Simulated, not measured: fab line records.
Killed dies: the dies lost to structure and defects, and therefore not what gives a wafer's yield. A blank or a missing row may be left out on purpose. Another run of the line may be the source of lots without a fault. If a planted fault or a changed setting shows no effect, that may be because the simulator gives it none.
fab line records	flow nand-harc
record lots=24	wafers=72	last-day=25
route steps=1159 shown A_M0@1006 A_M1@1040 A_BONDPAD@1059 HYBRID_BOND@1099 THIN_TSV@1133
lots untouched by any fault: they come from a run of this same line in which no faults occurred
start-h: the number of hours between the record's first day and the start of the first shown wafer of the lot	wait-h: how many hours have passed since the lot's step before this one	" repeats the value in the row above	L1.1+2: one row covering several wafers at once	- either no value or no given start	* or withheld: withheld	< > ~ a bound
route shown NAME@n: names a module that has steps shown in the file, with the first one's number in the route	usual: average and standard deviation across the fault-free wafers	same: alike in all rows	chamber/n: place in a boat	sites: the reading at each site	_std_site: standard deviation across them	_edge_site: outer sites' mean less inner sites'	radius-mm: how far each site lies from the wafer's centre	mask NAME#n: copy n	behind: tool/chamber where the wafer was last shaped	hold: reason for holding the lot/hours on hold/outcome of the hold	device: which transistor (n, p or np) failed to switch	end of line: tests run on the same wafers once the route is complete	where a step has no rows: the recipe by itself	killed: dies lost to structure and defects at the first sort, not the wafer's yield	map: dies across one wafer; x = killed, . = not, _ = none there
set.NAME: the setting that was run; set.NAME@STEP: the one run at that earlier step	model.NAME: the simulator's own value behind a step, which no gauge read
the route's steps for a sample of lots (tables are steps, rows are wafers)
services: a tool's chamber out of use, with start hour (start-h, from the record's first day; less than 0 if before it), hours out, and reason
## steps
# step NHARC_A_M0_INSPECT_11
# usual raw-defect-count=35/15
lot.wafer	tool	chamber	start-h	wait-h	raw-defect-count
L074.1	defect-inspect-01	-	408.73	0.0	40
L074.3	"	-	"	"	28
L074.6	"	-	"	"	31
L075.2	defect-inspect-02	-	411.47	0.0	28
L075.3	"	-	"	"	22
L075.5	"	-	"	"	21
L077.3	defect-inspect-02	-	414.01	0.0	33
L077.4	"	-	"	"	37
L077.6	"	-	"	"	32
L076.2	defect-inspect-02	-	415.14	0.0	9
L076.4	"	-	"	"	14
L076.6	"	-	"	"	9
L079.2	defect-inspect-01	-	433.27	0.0	39
L079.3	"	-	"	"	36
L079.4	"	-	"	"	27
L078.2	defect-inspect-01	-	436.73	0.0	23
L078.4	"	-	"	"	27
L078.5	"	-	"	"	19
L080.2	defect-inspect-01	-	438.03	0.0	22
L080.3	"	-	"	"	26
L080.5	"	-	"	"	26
L081.1	defect-inspect-01	-	440.79	0.0	38
L081.3	"	-	"	"	42
L081.5	"	-	"	"	44
L082.1	defect-inspect-01	-	460.24	0.0	40
L082.3	"	-	"	"	39
L082.5	"	-	"	"	35
L084.3	defect-inspect-02	-	460.68	0.0	21
L084.4	"	-	"	"	28
L084.6	"	-	"	"	33
L085.1	defect-inspect-02	-	475.42	0.0	38
L085.2	"	-	"	"	38
L085.4	"	-	"	"	41
L083.1	defect-inspect-02	-	478.97	0.0	51
L083.3	"	-	"	"	40
L083.6	"	-	"	"	36
L086.1	defect-inspect-02	-	494.62	0.0	17
L086.3	"	-	"	"	15
L086.6	"	-	"	"	20
L087.2	defect-inspect-01	-	494.81	0.0	56
L087.3	"	-	"	"	47
L087.5	"	-	"	"	52
L092.1	defect-inspect-01	-	510.53	0.0	20
L092.3	"	-	"	"	11
L092.4	"	-	"	"	16
L090.2	defect-inspect-02	-	510.99	0.0	47
L090.5	"	-	"	"	36
L090.6	"	-	"	"	43
L089.1	defect-inspect-01	-	511.26	0.0	39
L089.3	"	-	"	"	39
L089.6	"	-	"	"	30
L091.1	defect-inspect-01	-	513.23	0.1	48
L091.3	"	-	"	"	46
L091.6	"	-	"	"	57
L088.2	defect-inspect-01	-	513.38	0.0	38
L088.4	"	-	"	"	37
L088.5	"	-	"	"	37
L094.1	defect-inspect-01	-	520.72	0.0	24
L094.2	"	-	"	"	15
L094.4	"	-	"	"	24
L093.1	defect-inspect-02	-	521.45	0.0	73
L093.5	"	-	"	"	63
L093.6	"	-	"	"	61
L095.1	defect-inspect-01	-	524.84	0.0	66
L095.3	"	-	"	"	53
L095.4	"	-	"	"	59
L097.2	defect-inspect-02	-	531.30	0.0	16
L097.4	"	-	"	"	19
L097.5	"	-	"	"	12
L096.2	defect-inspect-02	-	535.32	0.0	48
L096.5	"	-	"	"	39
L096.6	"	-	"	"	52
# step NHARC_A_M0_DESCUM_14
# recipe time-s=3	o2-flow-sccm=200	ar-flow-sccm=0	bias-power-w=0	chemistry=O2
# usual chamber-pressure-mTorr=60.00/0.052	drypump-motor-current-A=5.6/0.39	o2-flow-sccm=200.0/0.64	oes-product-au=1.004/0.01	rf-vpp-V=58.0/0.95	showerhead-plenum-p-Torr=1.95/0.08	throttle-valve-pct=11.312/0.0087
lot.wafer	tool	chamber	start-h	wait-h	chamber-pressure-mTorr	drypump-motor-current-A	o2-flow-sccm	oes-product-au	rf-hours-counter-h	rf-vpp-V	showerhead-plenum-p-Torr	throttle-valve-pct
L074.1	rie-diel-04	3	408.80	0.1	59.93	5.3	199.7	0.996	7	59.2	2.02	11.327
L074.3	"	1	"	"	60.00	5.7	199.8	0.984	6	57.7	2.05	11.320
L074.6	"	3	"	"	59.87	5.3	198.5	0.992	-	58.9	2.02	11.308
L075.3	rie-diel-02	3	411.53	0.1	60.08	4.8	199.7	1.006	5	59.9	2.01	11.320
L075.2	"	0	"	"	59.94	5.5	200.9	0.992	7	59.2	1.95	11.310
L075.5	"	0	"	"	60.05	5.5	201.0	0.994	-	58.2	1.95	11.311
L077.4	rie-diel-02	1	414.07	0.1	60.04	5.7	199.4	0.995	7	59.3	1.95	11.321
L077.3	"	2	"	"	60.04	5.6	199.3	1.002	6	57.0	2.01	11.310
L077.6	"	2	"	"	59.95	5.6	200.5	0.990	-	57.5	2.01	11.306
L076.2	rie-diel-04	3	415.21	0.1	59.99	5.3	200.1	1.003	8	57.9	2.02	11.296
L076.4	"	1	"	"	60.00	5.6	199.3	0.987	7	57.5	2.05	11.321
L076.6	"	2	"	"	60.09	6.0	199.7	1.003	-	56.9	1.83	11.321
L079.4	rie-diel-13	0	433.33	0.1	60.04	5.9	200.3	1.008	9	57.9	1.79	11.310
L079.2	"	1	"	"	60.03	5.8	198.4	0.999	9	57.9	1.99	11.298
L079.3	"	3	"	"	60.05	5.9	200.5	0.995	8	58.0	1.96	11.311
L078.4	rie-diel-02	1	436.80	0.1	60.04	5.7	199.2	0.996	8	57.9	1.95	11.323
L078.2	"	2	"	"	60.11	5.6	200.9	1.005	7	57.2	2.01	11.314
L078.5	"	0	"	"	59.92	5.5	200.6	1.010	-	57.2	1.95	11.299
L080.2	rie-diel-04	3	438.09	0.1	60.11	5.3	199.7	1.005	9	58.2	2.02	11.318
L080.3	"	1	"	"	59.93	5.7	199.4	0.992	8	58.1	2.05	11.317
L080.5	"	3	"	"	60.03	5.3	200.2	1.013	-	55.9	2.02	11.315
L081.3	rie-diel-02	0	440.85	0.1	60.00	5.5	199.5	1.003	9	58.4	1.95	11.318
L081.1	"	3	"	"	60.04	4.8	198.1	1.002	7	57.5	2.01	11.307
L081.5	"	0	"	"	60.00	5.5	200.1	0.988	-	56.9	1.95	11.311
L082.3	rie-diel-02	0	460.31	0.1	59.98	5.5	199.9	0.998	10	57.0	1.95	11.310
L082.1	"	2	"	"	60.04	5.6	198.7	0.999	9	59.9	2.00	11.315
L082.5	"	0	"	"	60.02	5.5	198.9	0.998	-	58.9	1.95	11.312
L084.4	rie-diel-02	0	460.75	0.1	60.01	5.5	200.0	1.008	10	57.4	1.95	11.313
L084.3	"	2	"	"	60.06	5.6	199.6	1.006	9	57.8	2.01	11.320
L084.6	"	0	"	"	60.06	5.5	200.0	1.018	-	58.0	1.95	11.324
L085.1	rie-diel-02	0	475.49	0.1	60.01	5.5	200.4	1.011	11	57.2	1.95	11.318
L085.2	"	1	"	"	60.04	5.7	200.4	1.000	11	59.4	1.95	11.317
L085.4	"	2	"	"	59.95	5.6	200.6	1.012	10	58.3	2.00	11.313
L083.1	rie-diel-13	1	479.03	0.1	59.96	5.8	200.2	0.992	12	58.4	1.99	11.318
L083.3	"	2	"	"	60.00	6.1	200.6	1.003	11	57.6	1.78	11.318
L083.6	"	2	"	"	60.02	6.1	199.6	1.000	-	57.5	1.78	11.318
L086.1	rie-diel-02	2	494.68	0.1	59.98	5.6	200.0	0.995	11	57.9	2.00	11.312
L086.3	"	0	"	"	60.04	5.5	200.4	1.001	12	58.3	1.95	11.293
L086.6	"	3	"	"	60.10	4.8	200.6	1.017	-	58.4	2.01	11.306
L087.3	rie-diel-04	1	494.89	0.1	59.98	5.7	200.5	1.012	2	58.7	2.04	11.293
L087.2	"	2	"	"	59.86	6.0	200.0	1.003	2	58.8	1.83	11.308
L087.5	"	3	"	"	59.99	5.3	200.7	0.999	-	57.8	2.02	11.324
L092.3	rie-diel-04	1	510.59	0.1	59.89	5.7	199.6	1.015	2	56.9	2.04	11.309
L092.1	"	2	"	"	59.99	6.0	201.0	0.994	2	57.2	1.83	11.314
L092.4	"	0	"	"	60.03	6.1	199.0	1.001	2	57.3	1.97	11.321
L090.2	rie-diel-04	2	511.15	0.2	60.08	6.0	200.3	0.997	2	57.7	1.83	11.311
L090.6	"	3	"	"	60.04	5.3	200.0	0.998	-	56.8	2.02	11.315
L090.5	"	0	"	"	59.95	6.1	199.4	0.994	-	58.9	1.97	11.323
L089.3	rie-diel-13	2	511.33	0.1	60.00	6.0	200.5	1.031	1	57.8	1.78	11.311
L089.1	"	0	"	"	59.99	5.9	200.6	0.993	2	57.0	1.78	11.313
L089.6	"	2	"	"	59.99	6.0	200.3	1.021	-	57.3	1.78	11.310
L091.3	rie-diel-04	3	513.31	0.1	59.92	5.3	199.2	1.003	3	56.8	2.02	11.299
L091.1	"	0	"	"	60.02	6.1	199.6	0.998	3	59.1	1.97	11.301
L091.6	"	2	"	"	60.02	6.0	200.0	0.992	-	56.2	1.83	11.309
L088.2	rie-diel-04	2	513.44	0.1	60.03	6.1	200.0	1.006	3	57.9	1.83	11.313
L088.4	"	0	"	"	59.99	6.1	200.0	1.005	3	59.4	1.97	11.321
L088.5	"	2	"	"	59.93	6.1	199.9	0.999	-	56.9	1.83	11.319
L094.1	rie-diel-02	2	520.78	0.1	60.08	5.6	200.6	0.999	0	57.9	2.00	11.319
L094.2	"	3	"	"	60.02	4.8	199.3	1.000	0	57.7	2.01	11.299
L094.4	"	0	"	"	60.01	5.5	199.5	1.007	0	58.9	1.95	11.315
L093.1	rie-diel-04	2	521.53	0.1	60.06	6.0	200.3	1.000	4	56.7	1.83	11.302
L093.5	"	0	"	"	59.98	6.1	201.0	1.009	-	58.0	1.97	11.302
L093.6	"	1	"	"	59.91	5.7	200.7	1.013	-	59.3	2.04	11.309
L095.4	rie-diel-02	0	524.91	0.1	59.95	5.5	199.5	1.005	1	57.5	1.95	11.313
L095.3	"	1	"	"	60.00	5.7	200.0	1.008	1	58.9	1.95	11.302
L095.1	"	2	"	"	60.02	5.6	200.5	0.999	1	59.1	2.00	11.307
L097.2	rie-diel-13	1	531.36	0.1	59.88	5.8	199.9	0.992	2	58.7	1.99	11.288
L097.4	"	3	"	"	59.92	5.9	199.8	1.002	2	57.5	1.95	11.317
L097.5	"	2	"	"	60.01	6.0	200.0	1.048	-	56.7	1.77	11.328
L096.2	rie-diel-13	0	535.38	0.1	60.02	6.0	199.7	1.012	3	59.0	1.78	11.297
L096.5	"	0	"	"	59.95	6.0	199.3	1.001	-	57.6	1.78	11.318
L096.6	"	1	"	"	59.96	5.8	200.3	0.988	-	56.1	1.99	11.330
# step NHARC_A_M1_ETCH_35
# recipe target-depth-a=400	overetch-a=120	time-s=43.94	ion-energy-ev=200	n2-flow-sccm=150	h2-flow-sccm=150	ar-flow-sccm=0	rf-w=400	bias-w=150	chemistry=N2/H2
# usual chamber-pressure-mTorr=30.005/0.028	drypump-motor-current-A=5.8/0.5	oes-product-au=1.006/0.012	rf-vpp-V=430.0/2.1	showerhead-plenum-p-Torr=2.02/0.072	throttle-valve-pct=14.170/0.009
lot.wafer	tool	chamber	start-h	wait-h	chamber-pressure-mTorr	drypump-motor-current-A	oes-product-au	rf-hours-counter-h	rf-vpp-V	showerhead-plenum-p-Torr	throttle-valve-pct
L074.1	rie-diel-05	1	413.09	0.1	30.045	6.6	0.983	5	430.2	2.03	14.166
L074.3	"	2	"	"	30.000	5.5	0.993	5	430.8	2.03	14.168
L074.6	"	3	"	"	29.969	5.2	0.995	-	426.3	1.92	14.167
L075.2	rie-diel-05	1	416.70	0.1	29.984	6.7	0.974	5	430.9	2.03	14.181
L075.3	"	2	"	"	29.977	5.5	0.993	5	429.3	2.03	14.177
L075.5	"	1	"	"	30.035	6.7	0.983	-	430.4	2.03	14.183
L077.3	rie-diel-11	1	418.20	0.1	29.988	5.4	0.996	3	428.5	1.93	14.179
L077.4	"	3	"	"	30.009	5.7	1.009	3	431.2	2.01	14.150
L077.6	"	1	"	"	29.968	5.4	1.003	-	427.4	1.93	14.180
L076.4	rie-diel-11	0	419.44	0.1	30.018	5.5	1.030	3	429.9	2.01	14.166
L076.2	"	1	"	"	30.017	5.4	1.013	3	427.4	1.93	14.164
L076.6	"	2	"	"	30.002	6.5	1.010	-	429.5	2.00	14.175
L079.2	rie-diel-11	2	437.42	0.1	30.000	6.5	1.000	4	429.4	2.00	14.178
L079.3	"	3	"	"	30.039	5.8	1.017	4	430.4	2.01	14.158
L079.4	"	1	"	"	29.930	5.4	0.998	5	425.0	1.93	14.175
L078.2	rie-diel-05	0	441.17	0.1	29.987	6.4	1.004	6	430.1	2.01	14.185
L078.5	"	1	"	"	30.042	6.6	0.981	-	430.2	2.03	14.181
L078.4	"	0	"	"	30.012	6.3	1.006	-	430.3	2.01	14.181
L080.3	rie-diel-12	1	442.28	0.1	30.074	6.0	1.031	1	434.7	2.20	14.172
L080.2	"	2	"	"	29.983	5.6	1.009	1	428.2	1.94	14.139
L080.5	"	0	"	"	30.010	5.0	1.012	-	429.9	2.06	14.173
L081.3	rie-diel-12	2	444.89	0.1	30.012	5.6	1.000	1	427.1	1.94	14.176
L081.1	"	0	"	"	30.010	5.0	1.014	1	430.6	2.06	14.170
L081.5	"	1	"	"	30.049	6.1	1.019	-	435.2	2.20	14.184
L082.3	rie-diel-12	0	464.61	0.1	30.053	5.0	1.021	1	433.1	2.06	14.167
L082.1	"	3	"	"	30.033	5.6	1.017	1	432.4	2.13	14.170
L082.5	"	1	"	"	29.989	6.1	1.013	-	433.7	2.20	14.166
L084.3	rie-diel-12	2	465.05	0.1	29.991	5.6	0.998	1	427.5	1.94	14.163
L084.4	"	0	"	"	30.006	5.0	1.024	1	431.8	2.06	14.160
L084.6	"	3	"	"	29.993	5.6	1.018	-	433.1	2.13	14.177
L085.1	rie-diel-11	3	479.80	0.1	29.971	5.8	1.004	8	429.3	2.01	14.165
L085.2	"	0	"	"	30.013	5.5	1.012	9	431.5	2.01	14.177
L085.4	"	1	"	"	29.964	5.4	0.984	8	427.8	1.93	14.171
L083.3	rie-diel-11	3	483.21	0.1	29.957	5.7	1.012	8	428.8	2.01	14.157
L083.1	"	1	"	"	30.019	5.4	0.995	8	428.0	1.93	14.156
L083.6	"	3	"	"	30.022	5.8	1.012	-	430.9	2.01	14.172
L086.1	rie-diel-11	2	498.70	0.1	29.968	6.5	1.019	9	428.6	2.00	14.168
L086.3	"	1	"	"	30.006	5.4	0.995	10	427.4	1.93	14.177
L086.6	"	2	"	"	29.993	6.5	1.014	-	429.1	2.00	14.157
L087.2	rie-diel-12	0	499.00	0.1	29.967	5.0	1.021	2	430.8	2.06	14.198
L087.3	"	2	"	"	29.946	5.6	0.990	2	428.8	1.94	14.154
L087.5	"	3	"	"	30.049	5.6	1.020	-	434.1	2.13	14.174
L092.3	rie-diel-11	3	514.61	0.1	29.976	5.8	1.009	10	429.6	2.01	14.178
L092.4	"	1	"	"	29.982	5.4	0.984	10	425.1	1.93	14.161
L092.1	"	2	"	"	30.011	6.5	1.008	10	429.8	2.00	14.163
L090.2	rie-diel-05	3	515.28	0.1	30.027	5.2	1.001	9	427.8	1.92	14.173
L090.5	"	3	"	"	30.029	5.2	1.001	-	428.0	1.92	14.160
L090.6	"	0	"	"	30.030	6.3	0.993	-	428.7	2.01	14.168
L089.1	rie-diel-11	2	515.44	0.1	30.033	6.5	1.004	10	428.9	2.00	14.177
L089.3	"	1	"	"	30.020	5.4	0.988	10	429.1	1.93	14.182
L089.6	"	3	"	"	29.973	5.8	0.996	-	430.1	2.01	14.177
L091.3	rie-diel-05	0	517.46	0.1	30.048	6.4	0.998	11	428.4	2.01	14.171
L091.1	"	2	"	"	30.045	5.5	1.003	13	429.6	2.03	14.171
L091.6	"	1	"	"	29.986	6.7	0.980	-	430.3	2.03	14.169
L088.2	rie-diel-11	3	517.74	0.1	30.000	5.7	0.993	10	429.7	2.01	14.173
L088.4	"	1	"	"	29.983	5.4	0.984	11	427.1	1.93	14.165
L088.5	"	2	"	"	30.055	6.5	1.001	-	428.8	2.00	14.153
L094.2	rie-diel-12	2	524.86	0.1	29.967	5.7	1.011	3	428.4	1.94	14.170
L094.4	"	0	"	"	29.966	5.0	1.013	3	431.0	2.06	14.159
L094.1	"	1	"	"	30.012	6.1	1.014	3	434.1	2.20	14.164
L093.1	rie-diel-12	0	525.89	0.1	29.925	5.0	1.012	3	430.5	2.06	14.171
L093.6	"	1	"	"	30.069	6.0	1.008	-	436.0	2.20	14.174
L093.5	"	2	"	"	30.018	5.6	1.002	-	427.9	1.94	14.169
L095.1	rie-diel-05	3	529.24	0.1	30.020	5.2	1.001	0	427.1	1.92	14.178
L095.3	"	0	"	"	30.012	6.3	0.993	0	430.7	2.01	14.176
L095.4	"	1	"	"	30.015	6.7	0.971	0	429.4	2.03	14.167
L097.2	rie-diel-11	1	535.43	0.1	29.988	5.4	0.991	12	427.9	1.93	14.163
L097.4	"	3	"	"	30.040	5.8	1.014	12	429.9	2.01	14.172
L097.5	"	2	"	"	30.051	6.5	1.001	-	428.7	2.00	14.172
L096.2	rie-diel-05	0	539.43	0.1	29.994	6.4	1.009	2	429.7	2.01	14.175
L096.5	"	0	"	"	30.004	6.4	1.006	-	429.3	2.01	14.174
L096.6	"	1	"	"	29.994	6.6	0.987	-	429.7	2.03	14.178
# step NHARC_A_BONDPAD_DEP_00
# recipe target-thk-a=2500	temp-c=370	target-thk-nm=250	pressure-torr=3	flow-sccm=200	rf-w=450	material=SiCN
# usual heater-power-w=601/64	susceptor-temp-C=370.00/0.23
lot.wafer	tool	chamber	start-h	wait-h	heater-power-w	susceptor-temp-C
L074.1	pecvd-03	1	416.59	-	542	369.72
L074.3	"	1	"	"	546	369.82
L074.6	"	1	"	"	563	369.70
L075.3	pecvd-02	0	420.03	-	593	369.68
L075.2	"	2	"	"	552	370.47
L075.5	"	0	"	"	576	369.87
L077.3	pecvd-02	2	422.10	-	479	369.97
L077.6	"	2	"	"	487	370.29
L077.4	"	1	"	"	669	369.94
L076.2	pecvd-04	2	422.90	-	562	369.94
L076.4	"	0	"	"	563	370.26
L076.6	"	2	"	"	578	369.93
L079.2	pecvd-03	1	-	-	558	370.21
L079.3	"	2	"	"	674	370.12
L079.4	"	1	"	"	571	369.77
L078.2	pecvd-03	0	444.56	-	576	370.09
L078.5	"	2	"	"	603	370.11
L078.4	"	0	"	"	612	370.43
L080.3	pecvd-04	1	445.52	-	639	370.09
L080.2	"	2	"	"	512	369.65
L080.5	"	2	"	"	526	370.23
L081.3	pecvd-04	1	448.12	-	620	369.90
L081.1	"	2	"	"	503	369.94
L081.5	"	1	"	"	648	369.69
L082.3	pecvd-04	2	467.95	-	548	370.01
L082.1	"	0	"	"	602	370.40
L082.5	"	1	"	"	614	370.03
L084.4	pecvd-03	0	468.40	-	600	369.98
L084.3	"	2	"	"	704	370.12
L084.6	"	0	"	"	604	370.14
L085.2	pecvd-02	2	483.13	-	506	369.76
L085.1	"	0	"	"	533	369.95
L085.4	"	0	"	"	551	370.29
L083.3	pecvd-04	1	-	-	727	370.04
L083.1	"	2	"	"	521	369.88
L083.6	"	2	"	"	533	369.98
L086.1	pecvd-02	1	501.90	-	553	370.27
L086.3	"	0	"	"	587	369.99
L086.6	"	2	"	"	567	369.60
L087.3	pecvd-03	0	502.19	-	544	370.12
L087.2	"	2	"	"	586	370.59
L087.5	"	2	"	"	612	370.30
L092.3	pecvd-03	1	517.84	-	602	370.20
L092.1	"	0	"	"	552	369.74
L092.4	"	0	"	"	577	370.07
L090.2	pecvd-03	1	518.72	-	562	369.84
L090.5	"	1	"	"	590	370.25
L090.6	"	2	"	"	718	369.92
L089.3	pecvd-03	1	-	-	521	370.10
L089.1	"	0	"	"	573	369.75
L089.6	"	0	"	"	586	369.99
L091.3	pecvd-04	1	-	-	713	369.68
L091.1	"	0	"	"	660	370.10
L091.6	"	1	"	"	713	369.95
L088.2	pecvd-03	1	-	-	537	369.79
L088.4	"	2	"	"	697	370.51
L088.5	"	0	"	"	580	370.20
L094.1	pecvd-04	1	528.09	-	712	369.89
L094.2	"	2	"	"	517	370.04
L094.4	"	0	"	"	637	369.68
L093.1	pecvd-02	1	529.16	-	592	369.52
L093.5	"	2	"	"	576	370.04
L093.6	"	0	"	"	625	369.92
L095.1	pecvd-04	2	532.83	-	576	369.97
L095.4	"	2	"	"	468	370.47
L095.3	"	1	"	"	650	370.46
L097.2	pecvd-03	1	-	-	615	369.60
L097.5	"	0	"	"	574	370.01
L097.4	"	1	"	"	609	369.87
L096.2	pecvd-02	2	542.64	-	523	370.19
L096.6	"	0	"	"	605	370.12
L096.5	"	1	"	"	577	369.72
# step NHARC_HYBRID_BOND_OVL_MEAS_05
# usual overlay-x-nm=6/34	overlay-y-nm=3/32
lot.wafer	tool	chamber	start-h	wait-h	overlay-x-nm	overlay-y-nm
L074.1	overlay-02	-	433.06	0.4	45	46
L074.3	"	-	"	"	42	-38
L074.6	"	-	"	"	-16	-17
L075.2	overlay-01	-	433.07	0.4	16	0
L075.3	"	-	"	"	7	-61
L075.5	"	-	"	"	-21	27
L077.3	overlay-02	-	433.08	0.4	-33	87
L077.4	"	-	"	"	19	5
L077.6	"	-	"	"	41	36
L076.2	overlay-01	-	437.41	0.4	12	-38
L076.4	"	-	"	"	73	13
L076.6	"	-	"	"	-7	7
L079.2	overlay-01	-	455.79	0.4	-66	41
L079.3	"	-	"	"	18	44
L079.4	"	-	"	"	32	-37
L078.2	overlay-02	-	455.79	0.4	-12	-33
L078.4	"	-	"	"	7	3
L078.5	"	-	"	"	-17	-10
L080.2	overlay-02	-	455.80	0.4	62	32
L080.3	"	-	"	"	6	-17
L080.5	"	-	"	"	64	-4
L081.1	overlay-01	-	461.95	0.4	-26	89
L081.3	"	-	"	"	31	17
L081.5	"	-	"	"	8	-59
L082.1	overlay-01	-	484.66	0.4	-14	-60
L082.3	"	-	"	"	-54	32
L082.5	"	-	"	"	-34	21
L084.3	overlay-02	-	484.67	0.4	-28	31
L084.4	"	-	"	"	-33	27
L084.6	"	-	"	"	7	-52
L085.1	overlay-01	-	497.03	0.4	-8	17
L085.2	"	-	"	"	-5	18
L085.4	"	-	"	"	-13	13
L083.1	overlay-02	-	497.03	0.4	58	25
L083.3	"	-	"	"	-9	-1
L083.6	"	-	"	"	-5	12
L086.1	overlay-02	-	518.06	0.4	12	63
L086.3	"	-	"	"	-59	-3
L086.6	"	-	"	"	-13	-27
L087.2	overlay-01	-	518.07	0.4	-17	30
L087.3	"	-	"	"	-12	-12
L087.5	"	-	"	"	42	27
L092.1	overlay-02	-	531.80	0.4	-9	-3
L092.3	"	-	"	"	-51	2
L092.4	"	-	"	"	-14	-3
L089.1	overlay-02	-	531.82	0.4	29	-73
L089.3	"	-	"	"	-11	38
L089.6	"	-	"	"	-13	44
L090.2	overlay-01	-	531.82	0.4	-20	6
L090.5	"	-	"	"	-84	-39
L090.6	"	-	"	"	-51	-8
L091.1	overlay-01	-	536.15	0.4	40	-17
L091.3	"	-	"	"	-10	66
L091.6	"	-	"	"	-30	-33
L088.2	overlay-02	-	536.16	0.4	-7	34
L088.4	"	-	"	"	-25	-26
L088.5	"	-	"	"	-23	0
L094.1	overlay-01	-	541.85	0.4	-39	-46
L094.2	"	-	"	"	44	-13
L094.4	"	-	"	"	1	15
L093.1	overlay-02	-	541.85	0.4	34	5
L093.5	"	-	"	"	33	18
L093.6	"	-	"	"	35	20
L095.1	overlay-02	-	548.75	0.4	7	12
L095.3	"	-	"	"	24	13
L095.4	"	-	"	"	71	22
L097.2	overlay-02	-	552.86	0.4	3	4
L097.4	"	-	"	"	-13	-23
L097.5	"	-	"	"	45	-15
L096.2	overlay-01	-	558.73	0.4	60	50
L096.5	"	-	"	"	17	-38
L096.6	"	-	"	"	34	15
# step NHARC_THIN_TSV_CMP_21
# recipe t-overpolish-s=30	target-thk-nm=2000
# usual motor-current-A=12.4/1.2	overpolish-run-s=30.002/0.0086
lot.wafer	tool	chamber	start-h	wait-h	motor-current-A	overpolish-run-s
L074.1	cmp-04	3	442.18	-	13.5	30.017
L074.3	"	0	"	"	12.8	30.001
L074.6	"	1	"	"	12.7	29.999
L075.3	cmp-03	0	442.78	-	11.6	29.998
L075.2	"	2	"	"	11.3	30.000
L075.5	"	0	"	"	10.4	29.990
L077.3	cmp-04	2	444.06	-	12.9	29.997
L077.4	"	3	"	"	13.9	30.005
L077.6	"	3	"	"	14.6	30.018
L076.4	cmp-03	3	447.23	-	11.2	30.021
L076.2	"	0	"	"	10.9	30.000
L076.6	"	2	"	"	11.5	29.993
L078.4	cmp-03	3	463.63	-	11.3	29.999
L078.2	"	2	"	"	11.1	30.016
L078.5	"	3	"	"	11.6	30.001
L079.4	cmp-04	3	464.22	-	13.4	30.029
L079.2	"	0	"	"	12.7	29.997
L079.3	"	2	"	"	12.8	29.994
L080.3	cmp-03	1	465.38	-	12.9	30.004
L080.2	"	2	"	"	10.6	30.012
L080.5	"	3	"	"	11.5	30.005
L081.1	cmp-02	0	469.13	-	12.8	29.988
L081.3	"	3	"	"	9.7	30.002
L081.5	"	0	"	"	13.8	30.001
L084.3	cmp-04	0	491.83	-	12.7	30.003
L084.4	"	2	"	"	13.4	29.996
L084.6	"	1	"	"	12.7	30.006
L082.1	cmp-03	3	493.08	-	12.0	29.995
L082.3	"	0	"	"	11.1	29.992
L082.5	"	0	"	"	11.5	29.995
L085.4	cmp-04	3	504.02	-	14.0	30.010
L085.2	"	0	"	"	12.8	30.000
L085.1	"	2	"	"	13.0	29.991
L083.1	cmp-04	1	505.27	-	13.3	30.008
L083.3	"	2	"	"	13.6	30.013
L083.6	"	1	"	"	13.9	30.001
L086.3	cmp-04	1	526.16	-	13.1	30.013
L086.1	"	3	"	"	13.7	29.995
L086.6	"	1	"	"	12.7	29.992
L087.3	cmp-04	0	527.56	-	12.5	30.014
L087.2	"	1	"	"	13.4	29.998
L087.5	"	3	"	"	14.4	30.004
L092.4	cmp-02	0	539.10	-	14.1	29.994
L092.1	"	1	"	"	13.0	30.019
L092.3	"	2	"	"	11.9	29.985
L089.3	cmp-03	2	540.93	-	11.5	29.996
L089.1	"	1	"	"	12.0	30.010
L089.6	"	2	"	"	10.8	29.999
L090.2	cmp-02	0	541.96	-	13.2	30.008
L090.6	"	0	"	"	13.3	29.998
L090.5	"	1	"	"	13.4	29.988
L088.4	cmp-04	2	544.65	-	13.1	30.014
L088.2	"	3	"	"	13.5	30.002
L088.5	"	3	"	"	14.6	30.010
L091.3	cmp-02	1	547.61	-	12.8	29.994
L091.1	"	2	"	"	11.4	30.014
L091.6	"	1	"	"	12.8	30.006
L093.1	cmp-04	1	550.32	-	13.1	30.010
L093.6	"	2	"	"	12.4	30.003
L093.5	"	3	"	"	13.5	29.998
L094.2	cmp-04	2	551.17	-	12.8	29.996
L094.4	"	3	"	"	14.3	29.997
L094.1	"	0	"	"	13.1	30.008
L095.1	cmp-02	2	555.89	-	12.0	30.005
L095.3	"	3	"	"	9.7	29.997
L095.4	"	0	"	"	12.5	30.021
L097.2	cmp-02	2	560.14	-	12.3	29.997
L097.4	"	0	"	"	13.5	30.014
L097.5	"	2	"	"	12.0	30.004
L096.2	cmp-03	1	567.17	-	12.8	30.009
L096.5	"	1	"	"	12.1	30.013
L096.6	"	2	"	"	10.8	29.999
## services
tool	chamber	start-h	hours	kind
rie-diel-05	0	389.41	2.2	repair
cmp-04	-	399.39	4.0	pm
pecvd-03	0	404.05	22.6	repair
pecvd-04	-	410.43	0.7	repair
pecvd-04	-	414.04	1.8	repair
rie-diel-05	3	428.57	16.1	repair
rie-diel-12	-	428.78	2.9	repair
pecvd-04	1	433.42	4.3	repair
cmp-03	-	438.76	0.9	repair
pecvd-03	1	460.76	18.1	repair
rie-diel-04	-	465.90	9.0	pm
pecvd-03	-	473.09	13.0	pm
rie-diel-04	0	479.12	2.0	repair
rie-diel-02	-	484.34	0.2	repair
cmp-04	-	497.39	4.0	pm
pecvd-03	-	504.33	0.4	repair
rie-diel-02	-	504.70	9.0	pm
rie-diel-02	0	527.82	34.6	repair
rie-diel-04	-	528.95	23.8	repair
pecvd-04	0	531.00	5.6	repair
rie-diel-11	-	543.50	9.0	pm
pecvd-04	-	547.48	1.4	repair
pecvd-04	-	557.68	13.0	pm
rie-diel-11	-	563.10	1.1	repair
## key
fault none
